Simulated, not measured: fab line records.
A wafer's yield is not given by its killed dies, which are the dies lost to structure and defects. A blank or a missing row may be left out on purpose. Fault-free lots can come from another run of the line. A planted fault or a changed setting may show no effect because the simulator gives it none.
Matching of chambers | flow nand harc | pecvd-04 running NHARC_A_CONTACT_DEP_24: 3 sister chambers
The step deposits SiO2, target thk 500 nm. 16 wafers are shown with their chamber, then 8 later ones without.

== WAFERS, EACH WITH ITS CHAMBER ==
wafer  | chamber | throttle valve pct (%) | heater power w (W) | mfc precursor sccm (sccm)
L393.1 | 2       | 16.5                   | 456                | 161.3
L393.5 | 1       | 16.5                   | 385                | 160.9
L393.6 | 2       | 16.2                   | 512                | 160.8
L396.1 | 0       | 15.9                   | 492                | 161.8
L396.4 | 0       | 16.2                   | 517                | 161.9
L396.6 | 1       | 15.8                   | 560                | 159.7
L397.1 | 2       | 16.1                   | 537                | 161.1
L397.4 | 0       | 16.1                   | 547                | 161.9
L397.5 | 1       | 16.2                   | 506                | 161.6
L401.2 | 2       | 16.5                   | 534                | 161.2
L401.4 | 1       | 16.0                   | 555                | 162.0
L401.6 | 0       | 16.5                   | 501                | 160.9
L399.1 | 1       | 16.2                   | 585                | 161.4
L399.2 | 0       | 16.4                   | 576                | 160.8
L399.4 | 1       | 16.1                   | 438                | 161.7
L409.1 | 2       | 16.4                   | 480                | 162.3

SIGNATURES (means of the wafers above)
reading            | chamber 0 | chamber 1 | chamber 2 | scatter within a chamber
throttle valve pct | 16.220    | 16.133    | 16.340    | 0.221
heater power w     | 526.60    | 504.83    | 503.80    | 55.8
mfc precursor sccm | 161.460   | 161.217   | 161.340   | 0.678
Rule: distance of a wafer from a chamber = root of the sum over the readings of ((wafer's reading minus chamber's mean) / reading's scatter) squared. If the next closest chamber is less than 2 further off than the closest, the wafer can't be placed; otherwise it belongs to the closest. The scatter: the root of (the sum of the squares of (reading less its chamber's mean) over the shown wafers, divided by (wafers less chambers)).

== WAFERS WHOSE CHAMBER IS MISSING ==
wafer  | throttle valve pct (%) | heater power w (W) | mfc precursor sccm (sccm)
L409.2 | 16.1                   | 533                | 161.6
L409.5 | 16.3                   | 518                | 161.7
L413.1 | 16.2                   | 469                | 161.4
L413.5 | 16.2                   | 487                | 161.1
L413.6 | 16.4                   | 536                | 162.0
L415.2 | 16.1                   | 557                | 160.3
L415.5 | 16.2                   | 598                | 162.3
L415.6 | 16.3                   | 579                | 160.8

== EACH ONE'S CHAMBER ==
wafer  | from the rows above          | in truth
L409.2 | can't be placed: 0 or 1 or 2 | 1
L409.5 | can't be placed: 0 or 2 or 1 | 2
L413.1 | can't be placed: 1 or 2 or 0 | 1
L413.5 | can't be placed: 1 or 2 or 0 | 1
L413.6 | can't be placed: 0 or 2 or 1 | 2
L415.2 | can't be placed: 1 or 0 or 2 | 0
L415.5 | can't be placed: 0 or 2 or 1 | 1
L415.6 | can't be placed: 0 or 2 or 1 | 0
0 of 8 placed correctly. Unplaceable from these rows: 8, with the true chamber sitting among the candidates in 8. 0 placed wrongly.
